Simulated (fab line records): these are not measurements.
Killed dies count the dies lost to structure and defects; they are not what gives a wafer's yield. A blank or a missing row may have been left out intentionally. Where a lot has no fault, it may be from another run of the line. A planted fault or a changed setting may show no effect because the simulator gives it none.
Which tool is to blame? || flow nand-harc || 42 wafers from 14 lots sampled at 4 of the route's 1302 steps

## WHAT EACH GAUGE READ, for each wafer
The record holds no reading of a measuring or inspecting step that can be judged against a usual standard deviation.

## TOOL THAT RAN EACH LOT (tool first, then ch and the chambers of the sampled wafers, then the start)
{"lot": "L482", "NHARC_A_SGD_CUT_STRIP_28": "rie-diel-08 ch 0,3, day 20 01:49 or earlier", "NHARC_A_SLIT_DESCUM_14": "rie-diel-05 ch 1,2,3, day 20 01:49", "NHARC_A_SLIT_ETCH_24": "rie-diel-05 ch 0,1,2, day 20 01:55", "NHARC_A_SLIT_ETCH_17": "har-etch-01 ch 0,1, day 20 03:40"}
{"lot": "L485", "NHARC_A_SGD_CUT_STRIP_28": "rie-diel-13 ch 0,3, day 20 07:34 or earlier", "NHARC_A_SLIT_DESCUM_14": "rie-diel-05 ch 0,3, day 20 07:34", "NHARC_A_SLIT_ETCH_24": "rie-diel-05 ch 0,1, day 20 07:40", "NHARC_A_SLIT_ETCH_17": "har-etch-01 ch 0,1, day 20 09:15"}
{"lot": "L484", "NHARC_A_SGD_CUT_STRIP_28": "rie-diel-12 ch 0,1, day 20 13:17 or earlier", "NHARC_A_SLIT_DESCUM_14": "rie-diel-09 ch 2,3, day 20 13:17", "NHARC_A_SLIT_ETCH_24": "rie-diel-09 ch 1,3, day 20 13:22", "NHARC_A_SLIT_ETCH_17": "har-etch-01 ch 0,1, day 20 17:48"}
{"lot": "L487", "NHARC_A_SGD_CUT_STRIP_28": "rie-diel-13 ch 1,3, day 22 07:40 or earlier", "NHARC_A_SLIT_DESCUM_14": "rie-diel-03 ch 0,2, day 22 07:40", "NHARC_A_SLIT_ETCH_24": "rie-diel-03 ch 0,3, day 22 07:44", "NHARC_A_SLIT_ETCH_17": "har-etch-02 ch 0,1, day 22 13:05"}
{"lot": "L493", "NHARC_A_SGD_CUT_STRIP_28": "rie-diel-08 ch 0,1, day 23 10:12", "NHARC_A_SLIT_DESCUM_14": "rie-diel-03 ch 0,1,2, day 23 15:31", "NHARC_A_SLIT_ETCH_24": "rie-diel-03 ch 0,1, day 23 15:36", "NHARC_A_SLIT_ETCH_17": "har-etch-02 ch 0,1, day 23 21:25"}
{"lot": "L492", "NHARC_A_SGD_CUT_STRIP_28": "rie-diel-08 ch 0,1,3, day 23 10:15", "NHARC_A_SLIT_DESCUM_14": "rie-diel-09 ch 0,1, day 23 15:22", "NHARC_A_SLIT_ETCH_24": "rie-diel-09 ch 0,2, day 23 15:26", "NHARC_A_SLIT_ETCH_17": "har-etch-01 ch 0,1, day 23 16:36"}
{"lot": "L490", "NHARC_A_SGD_CUT_STRIP_28": "rie-diel-08 ch 1,2,3, day 23 19:48 or earlier", "NHARC_A_SLIT_DESCUM_14": "rie-diel-09 ch 0,1, day 23 19:48", "NHARC_A_SLIT_ETCH_24": "rie-diel-09 ch 2,3, day 23 19:53", "NHARC_A_SLIT_ETCH_17": "har-etch-02 ch 0,1, day 24 00:38"}
{"lot": "L494", "NHARC_A_SGD_CUT_STRIP_28": "rie-diel-13 ch 1,3, day 25 04:37 or earlier", "NHARC_A_SLIT_DESCUM_14": "rie-diel-03 ch 0,1, day 25 04:37", "NHARC_A_SLIT_ETCH_24": "rie-diel-03 ch 0,2,3, day 25 04:42", "NHARC_A_SLIT_ETCH_17": "har-etch-01 ch 0,1, day 25 08:31"}
{"lot": "L496", "NHARC_A_SGD_CUT_STRIP_28": "rie-diel-08 ch 0,1,2, day 25 04:06 or earlier", "NHARC_A_SLIT_DESCUM_14": "rie-diel-09 ch 0,2,3, day 25 04:06", "NHARC_A_SLIT_ETCH_24": "rie-diel-09 ch 0,2, day 25 04:13", "NHARC_A_SLIT_ETCH_17": "har-etch-02 ch 0,1, day 25 06:13"}
{"lot": "L498", "NHARC_A_SGD_CUT_STRIP_28": "rie-diel-13 ch 0,2,3, day 26 00:33 or earlier", "NHARC_A_SLIT_DESCUM_14": "rie-diel-09 ch 0,2,3, day 26 00:33", "NHARC_A_SLIT_ETCH_24": "rie-diel-09 ch 0,1,3, day 26 00:38", "NHARC_A_SLIT_ETCH_17": "har-etch-02 ch 0,1, day 26 04:55"}
{"lot": "L501", "NHARC_A_SGD_CUT_STRIP_28": "rie-diel-13 ch 0,2, day 27 04:30 or earlier", "NHARC_A_SLIT_DESCUM_14": "rie-diel-05 ch 1,2, day 27 04:30", "NHARC_A_SLIT_ETCH_24": "rie-diel-05 ch 0,2,3, day 27 04:37", "NHARC_A_SLIT_ETCH_17": "har-etch-01 ch 0, day 27 05:47"}
{"lot": "L503", "NHARC_A_SGD_CUT_STRIP_28": "rie-diel-08 ch 2,3, day 28 21:16 or earlier", "NHARC_A_SLIT_DESCUM_14": "rie-diel-03 ch 1,2,3, day 28 21:16", "NHARC_A_SLIT_ETCH_24": "rie-diel-03 ch 1,2,3, day 28 21:22", "NHARC_A_SLIT_ETCH_17": "har-etch-02 ch 1, day 29 00:04"}
{"lot": "L504", "NHARC_A_SGD_CUT_STRIP_28": "rie-diel-13 ch 0,2,3, day 28 21:06 or earlier", "NHARC_A_SLIT_DESCUM_14": "rie-diel-05 ch 2,3, day 28 21:06", "NHARC_A_SLIT_ETCH_24": "rie-diel-05 ch 0,3, day 28 21:11", "NHARC_A_SLIT_ETCH_17": "har-etch-01 ch 0,1, day 28 22:21"}
{"lot": "L505", "NHARC_A_SGD_CUT_STRIP_28": "rie-diel-12 ch 0,3, day 29 06:36", "NHARC_A_SLIT_DESCUM_14": "rie-diel-05 ch 0,1,2, day 29 15:27", "NHARC_A_SLIT_ETCH_24": "rie-diel-05 ch 0,1,2, day 29 15:34", "NHARC_A_SLIT_ETCH_17": "har-etch-01 ch 0,1, day 29 17:33"}
- NHARC_A_SGD_CUT_STRIP_28: strips in O2, time 20 s.
- NHARC_A_SLIT_DESCUM_14: chemistry O2, time 3 s.
- NHARC_A_SLIT_ETCH_24: etches the open film in CF4/CHF3, target depth 121 nm, time 60.5 s.
- NHARC_A_SLIT_ETCH_17: etches the open film in C4F8/O2/Ar, time 4254.5 s, target depth 20300 nm.

## WHAT THE TOOLS THEMSELVES READ (means of the sampled wafers that have a number; where no wafer has one, the mark that the record gives instead)
NHARC_A_SGD_CUT_STRIP_28.
{"lot": "L482", "tool": "rie-diel-08", "drypump-motor-current-A (A)": 6.2, "oes-product-au (a.u.)": 1.010, "rf-vpp-V (V)": 57.8, "showerhead-plenum-p-Torr (Torr)": 3.32, "throttle-valve-pct (%)": 17.035}
{"lot": "L485", "tool": "rie-diel-13", "drypump-motor-current-A (A)": 5.9, "oes-product-au (a.u.)": 1.007, "rf-vpp-V (V)": 58.4, "showerhead-plenum-p-Torr (Torr)": 3.67, "throttle-valve-pct (%)": 17.039}
{"lot": "L484", "tool": "rie-diel-12", "drypump-motor-current-A (A)": 6.0, "oes-product-au (a.u.)": 1.004, "rf-vpp-V (V)": 57.5, "showerhead-plenum-p-Torr (Torr)": 3.64, "throttle-valve-pct (%)": 17.035}
{"lot": "L487", "tool": "rie-diel-13", "drypump-motor-current-A (A)": 5.5, "oes-product-au (a.u.)": 1.007, "rf-vpp-V (V)": 57.4, "showerhead-plenum-p-Torr (Torr)": 3.39, "throttle-valve-pct (%)": 17.029}
{"lot": "L493", "tool": "rie-diel-08", "drypump-motor-current-A (A)": 5.4, "oes-product-au (a.u.)": 1.011, "rf-vpp-V (V)": 58.8, "showerhead-plenum-p-Torr (Torr)": 3.48, "throttle-valve-pct (%)": 17.034}
{"lot": "L492", "tool": "rie-diel-08", "drypump-motor-current-A (A)": 5.9, "oes-product-au (a.u.)": 1.016, "rf-vpp-V (V)": 58.2, "showerhead-plenum-p-Torr (Torr)": 3.47, "throttle-valve-pct (%)": 17.038}
{"lot": "L490", "tool": "rie-diel-08", "drypump-motor-current-A (A)": 6.2, "oes-product-au (a.u.)": 0.995, "rf-vpp-V (V)": 57.9, "showerhead-plenum-p-Torr (Torr)": 3.58, "throttle-valve-pct (%)": 17.035}
{"lot": "L494", "tool": "rie-diel-13", "drypump-motor-current-A (A)": 5.6, "oes-product-au (a.u.)": 0.991, "rf-vpp-V (V)": 57.7, "showerhead-plenum-p-Torr (Torr)": 3.34, "throttle-valve-pct (%)": 17.040}
{"lot": "L496", "tool": "rie-diel-08", "drypump-motor-current-A (A)": 5.7, "oes-product-au (a.u.)": 1.003, "rf-vpp-V (V)": 57.6, "showerhead-plenum-p-Torr (Torr)": 3.58, "throttle-valve-pct (%)": 17.034}
{"lot": "L498", "tool": "rie-diel-13", "drypump-motor-current-A (A)": 5.5, "oes-product-au (a.u.)": 0.998, "rf-vpp-V (V)": 58.3, "showerhead-plenum-p-Torr (Torr)": 3.52, "throttle-valve-pct (%)": 17.035}
{"lot": "L501", "tool": "rie-diel-13", "drypump-motor-current-A (A)": 5.4, "oes-product-au (a.u.)": 0.999, "rf-vpp-V (V)": 58.6, "showerhead-plenum-p-Torr (Torr)": 3.50, "throttle-valve-pct (%)": 17.037}
{"lot": "L503", "tool": "rie-diel-08", "drypump-motor-current-A (A)": 6.5, "oes-product-au (a.u.)": 1.001, "rf-vpp-V (V)": 57.6, "showerhead-plenum-p-Torr (Torr)": 3.41, "throttle-valve-pct (%)": 17.044}
{"lot": "L504", "tool": "rie-diel-13", "drypump-motor-current-A (A)": 5.5, "oes-product-au (a.u.)": 1.003, "rf-vpp-V (V)": 56.9, "showerhead-plenum-p-Torr (Torr)": 3.52, "throttle-valve-pct (%)": 17.029}
{"lot": "L505", "tool": "rie-diel-12", "drypump-motor-current-A (A)": 6.1, "oes-product-au (a.u.)": 1.005, "rf-vpp-V (V)": 57.9, "showerhead-plenum-p-Torr (Torr)": 3.53, "throttle-valve-pct (%)": 17.036}

NHARC_A_SLIT_DESCUM_14.
{"lot": "L482", "tool": "rie-diel-05", "drypump-motor-current-A (A)": 5.2, "oes-product-au (a.u.)": 1.002, "rf-vpp-V (V)": 57.5, "showerhead-plenum-p-Torr (Torr)": 1.91, "throttle-valve-pct (%)": 11.318}
{"lot": "L485", "tool": "rie-diel-05", "drypump-motor-current-A (A)": 5.7, "oes-product-au (a.u.)": 0.996, "rf-vpp-V (V)": 57.2, "showerhead-plenum-p-Torr (Torr)": 1.94, "throttle-valve-pct (%)": 11.306}
{"lot": "L484", "tool": "rie-diel-09", "drypump-motor-current-A (A)": 5.6, "oes-product-au (a.u.)": 0.995, "rf-vpp-V (V)": 57.8, "showerhead-plenum-p-Torr (Torr)": 1.98, "throttle-valve-pct (%)": 11.310}
{"lot": "L487", "tool": "rie-diel-03", "drypump-motor-current-A (A)": 5.9, "oes-product-au (a.u.)": 1.010, "rf-vpp-V (V)": 58.4, "showerhead-plenum-p-Torr (Torr)": 1.96, "throttle-valve-pct (%)": 11.320}
{"lot": "L493", "tool": "rie-diel-03", "drypump-motor-current-A (A)": 5.7, "oes-product-au (a.u.)": 1.015, "rf-vpp-V (V)": 58.1, "showerhead-plenum-p-Torr (Torr)": 1.93, "throttle-valve-pct (%)": 11.298}
{"lot": "L492", "tool": "rie-diel-09", "drypump-motor-current-A (A)": 5.5, "oes-product-au (a.u.)": 1.006, "rf-vpp-V (V)": 58.2, "showerhead-plenum-p-Torr (Torr)": 1.98, "throttle-valve-pct (%)": 11.309}
{"lot": "L490", "tool": "rie-diel-09", "drypump-motor-current-A (A)": 5.5, "oes-product-au (a.u.)": 1.005, "rf-vpp-V (V)": 58.2, "showerhead-plenum-p-Torr (Torr)": 1.98, "throttle-valve-pct (%)": 11.318}
{"lot": "L494", "tool": "rie-diel-03", "drypump-motor-current-A (A)": 5.8, "oes-product-au (a.u.)": 1.020, "rf-vpp-V (V)": 57.8, "showerhead-plenum-p-Torr (Torr)": 1.90, "throttle-valve-pct (%)": 11.304}
{"lot": "L496", "tool": "rie-diel-09", "drypump-motor-current-A (A)": 5.7, "oes-product-au (a.u.)": 1.000, "rf-vpp-V (V)": 57.4, "showerhead-plenum-p-Torr (Torr)": 1.99, "throttle-valve-pct (%)": 11.314}
{"lot": "L498", "tool": "rie-diel-09", "drypump-motor-current-A (A)": 5.7, "oes-product-au (a.u.)": 0.999, "rf-vpp-V (V)": 57.6, "showerhead-plenum-p-Torr (Torr)": 1.99, "throttle-valve-pct (%)": 11.307}
{"lot": "L501", "tool": "rie-diel-05", "drypump-motor-current-A (A)": 5.3, "oes-product-au (a.u.)": 1.006, "rf-vpp-V (V)": 58.2, "showerhead-plenum-p-Torr (Torr)": 1.93, "throttle-valve-pct (%)": 11.307}
{"lot": "L503", "tool": "rie-diel-03", "drypump-motor-current-A (A)": 5.4, "oes-product-au (a.u.)": 0.998, "rf-vpp-V (V)": 58.5, "showerhead-plenum-p-Torr (Torr)": 1.92, "throttle-valve-pct (%)": 11.309}
{"lot": "L504", "tool": "rie-diel-05", "drypump-motor-current-A (A)": 5.3, "oes-product-au (a.u.)": 1.001, "rf-vpp-V (V)": 58.4, "showerhead-plenum-p-Torr (Torr)": 1.81, "throttle-valve-pct (%)": 11.312}
{"lot": "L505", "tool": "rie-diel-05", "drypump-motor-current-A (A)": 5.4, "oes-product-au (a.u.)": 0.996, "rf-vpp-V (V)": 57.4, "showerhead-plenum-p-Torr (Torr)": 1.97, "throttle-valve-pct (%)": 11.311}

NHARC_A_SLIT_ETCH_24.
{"lot": "L482", "tool": "rie-diel-05", "cf4-flow-sccm (sccm)": 99.94, "drypump-motor-current-A (A)": 5.4, "oes-product-au (a.u.)": 0.960, "rf-vpp-V (V)": 371.2, "run-length-s (s)": 81.9, "showerhead-plenum-p-Torr (Torr)": 1.62, "throttle-valve-pct (%)": 16.812}
{"lot": "L485", "tool": "rie-diel-05", "cf4-flow-sccm (sccm)": 99.98, "drypump-motor-current-A (A)": 5.5, "oes-product-au (a.u.)": 0.945, "rf-vpp-V (V)": 373.3, "run-length-s (s)": 81.6, "showerhead-plenum-p-Torr (Torr)": 1.66, "throttle-valve-pct (%)": 16.800}
{"lot": "L484", "tool": "rie-diel-09", "cf4-flow-sccm (sccm)": 100.00, "drypump-motor-current-A (A)": 5.6, "oes-product-au (a.u.)": 0.974, "rf-vpp-V (V)": 371.5, "run-length-s (s)": 82.4, "showerhead-plenum-p-Torr (Torr)": 1.59, "throttle-valve-pct (%)": 16.795}
{"lot": "L487", "tool": "rie-diel-03", "cf4-flow-sccm (sccm)": 100.33, "drypump-motor-current-A (A)": 5.7, "oes-product-au (a.u.)": 0.959, "rf-vpp-V (V)": 371.3, "run-length-s (s)": 81.9, "showerhead-plenum-p-Torr (Torr)": 1.58, "throttle-valve-pct (%)": 16.805}
{"lot": "L493", "tool": "rie-diel-03", "cf4-flow-sccm (sccm)": 99.95, "drypump-motor-current-A (A)": 5.8, "oes-product-au (a.u.)": 0.962, "rf-vpp-V (V)": 370.1, "run-length-s (s)": 82.1, "showerhead-plenum-p-Torr (Torr)": 1.56, "throttle-valve-pct (%)": 16.810}
{"lot": "L492", "tool": "rie-diel-09", "cf4-flow-sccm (sccm)": 100.24, "drypump-motor-current-A (A)": 5.4, "oes-product-au (a.u.)": 0.972, "rf-vpp-V (V)": 373.1, "run-length-s (s)": 81.8, "showerhead-plenum-p-Torr (Torr)": 1.64, "throttle-valve-pct (%)": 16.800}
{"lot": "L490", "tool": "rie-diel-09", "cf4-flow-sccm (sccm)": 99.79, "drypump-motor-current-A (A)": 5.8, "oes-product-au (a.u.)": 0.984, "rf-vpp-V (V)": 372.8, "run-length-s (s)": 81.8, "showerhead-plenum-p-Torr (Torr)": 1.61, "throttle-valve-pct (%)": 16.795}
{"lot": "L494", "tool": "rie-diel-03", "cf4-flow-sccm (sccm)": 99.74, "drypump-motor-current-A (A)": 5.7, "oes-product-au (a.u.)": 0.979, "rf-vpp-V (V)": 372.4, "run-length-s (s)": 82.3, "showerhead-plenum-p-Torr (Torr)": 1.60, "throttle-valve-pct (%)": 16.795}
{"lot": "L496", "tool": "rie-diel-09", "cf4-flow-sccm (sccm)": 100.26, "drypump-motor-current-A (A)": 5.4, "oes-product-au (a.u.)": 0.926, "rf-vpp-V (V)": 372.3, "run-length-s (s)": 77.7, "showerhead-plenum-p-Torr (Torr)": 1.64, "throttle-valve-pct (%)": 16.795}
{"lot": "L498", "tool": "rie-diel-09", "cf4-flow-sccm (sccm)": 100.15, "drypump-motor-current-A (A)": 5.7, "oes-product-au (a.u.)": 0.970, "rf-vpp-V (V)": 371.5, "run-length-s (s)": 78.1, "showerhead-plenum-p-Torr (Torr)": 1.61, "throttle-valve-pct (%)": 16.796}
{"lot": "L501", "tool": "rie-diel-05", "cf4-flow-sccm (sccm)": 99.91, "drypump-motor-current-A (A)": 5.5, "oes-product-au (a.u.)": 0.943, "rf-vpp-V (V)": 370.5, "run-length-s (s)": 81.4, "showerhead-plenum-p-Torr (Torr)": 1.56, "throttle-valve-pct (%)": 16.808}
{"lot": "L503", "tool": "rie-diel-03", "cf4-flow-sccm (sccm)": 100.22, "drypump-motor-current-A (A)": 5.5, "oes-product-au (a.u.)": 0.928, "rf-vpp-V (V)": 371.4, "run-length-s (s)": 82.3, "showerhead-plenum-p-Torr (Torr)": 1.58, "throttle-valve-pct (%)": 16.810}
{"lot": "L504", "tool": "rie-diel-05", "cf4-flow-sccm (sccm)": 99.94, "drypump-motor-current-A (A)": 5.5, "oes-product-au (a.u.)": 0.933, "rf-vpp-V (V)": 368.6, "run-length-s (s)": 81.3, "showerhead-plenum-p-Torr (Torr)": 1.53, "throttle-valve-pct (%)": 16.804}
{"lot": "L505", "tool": "rie-diel-05", "cf4-flow-sccm (sccm)": 99.80, "drypump-motor-current-A (A)": 5.4, "oes-product-au (a.u.)": 0.959, "rf-vpp-V (V)": 371.8, "run-length-s (s)": 81.6, "showerhead-plenum-p-Torr (Torr)": 1.62, "throttle-valve-pct (%)": 16.800}

NHARC_A_SLIT_ETCH_17.
{"lot": "L482", "tool": "har-etch-01", "drypump-motor-current-A (A)": 5.4, "showerhead-plenum-p-Torr (Torr)": 3.59, "throttle-valve-pct (%)": 32.047}
{"lot": "L485", "tool": "har-etch-01", "drypump-motor-current-A (A)": 5.4, "showerhead-plenum-p-Torr (Torr)": 3.59, "throttle-valve-pct (%)": 32.045}
{"lot": "L484", "tool": "har-etch-01", "drypump-motor-current-A (A)": 5.4, "showerhead-plenum-p-Torr (Torr)": 3.61, "throttle-valve-pct (%)": 32.055}
{"lot": "L487", "tool": "har-etch-02", "drypump-motor-current-A (A)": 5.9, "showerhead-plenum-p-Torr (Torr)": 3.72, "throttle-valve-pct (%)": 32.047}
{"lot": "L493", "tool": "har-etch-02", "drypump-motor-current-A (A)": 5.6, "showerhead-plenum-p-Torr (Torr)": 3.80, "throttle-valve-pct (%)": 32.055}
{"lot": "L492", "tool": "har-etch-01", "drypump-motor-current-A (A)": 5.4, "showerhead-plenum-p-Torr (Torr)": 3.56, "throttle-valve-pct (%)": 32.047}
{"lot": "L490", "tool": "har-etch-02", "drypump-motor-current-A (A)": 5.9, "showerhead-plenum-p-Torr (Torr)": 3.71, "throttle-valve-pct (%)": 32.041}
{"lot": "L494", "tool": "har-etch-01", "drypump-motor-current-A (A)": 5.4, "showerhead-plenum-p-Torr (Torr)": 3.55, "throttle-valve-pct (%)": 32.040}
{"lot": "L496", "tool": "har-etch-02", "drypump-motor-current-A (A)": 5.7, "showerhead-plenum-p-Torr (Torr)": 3.79, "throttle-valve-pct (%)": 32.046}
{"lot": "L498", "tool": "har-etch-02", "drypump-motor-current-A (A)": 5.6, "showerhead-plenum-p-Torr (Torr)": 3.78, "throttle-valve-pct (%)": 32.046}
{"lot": "L501", "tool": "har-etch-01", "drypump-motor-current-A (A)": 5.4, "showerhead-plenum-p-Torr (Torr)": 3.51, "throttle-valve-pct (%)": 32.044}
{"lot": "L503", "tool": "har-etch-02", "drypump-motor-current-A (A)": 5.4, "showerhead-plenum-p-Torr (Torr)": 3.85, "throttle-valve-pct (%)": 32.041}
{"lot": "L504", "tool": "har-etch-01", "drypump-motor-current-A (A)": 5.4, "showerhead-plenum-p-Torr (Torr)": 3.55, "throttle-valve-pct (%)": 32.054}
{"lot": "L505", "tool": "har-etch-01", "drypump-motor-current-A (A)": 5.4, "showerhead-plenum-p-Torr (Torr)": 3.52, "throttle-valve-pct (%)": 32.041}

## THE ANSWER, worked out from the rows above alone
Rule: usual is defined by the lots themselves. Put in order of their means at a reading, lots are off if they are a third of the lots or fewer, leave a main group of 4 or more, and stand apart from it by a gap of 3 or more times the standard deviation of the main group's means; of several such gaps the widest counts. A main group is skipped when, at the precision printed for the reading in the tables above, its means are all equal. A lot without any number at a reading at which 4 lots or more have one is off too. Where the step has rows for the other lots, those lots are counted as sound. After the gauges, taken in route order, come the tools' own readings; for these a lot's mean is taken, as printed above. At the first step where some lot is off, the reading lying furthest off is the one used; lots without a number count as furthest.
Off at NHARC_A_SLIT_ETCH_24 (run-length-s): L496, L498. Mean 81.9 s and standard deviation 0.34 in the main group.
A tool fits if, at that step or a process step before it, it ran every lot that is off, and no sound lot after the first of them. With no start given for some of its lots, NHARC_A_SGD_CUT_STRIP_28 uses the hours and lot order of NHARC_A_SLIT_DESCUM_14. One fits: NHARC_A_SLIT_DESCUM_14 and NHARC_A_SLIT_ETCH_24 on rie-diel-09. At NHARC_A_SLIT_DESCUM_14 its last sound lot is L490 (day 23 19:48), its first lot that is off L496 (day 25 04:06): a fault that began between those two fits.

## WHAT THE SIMULATOR HAD PUT IN
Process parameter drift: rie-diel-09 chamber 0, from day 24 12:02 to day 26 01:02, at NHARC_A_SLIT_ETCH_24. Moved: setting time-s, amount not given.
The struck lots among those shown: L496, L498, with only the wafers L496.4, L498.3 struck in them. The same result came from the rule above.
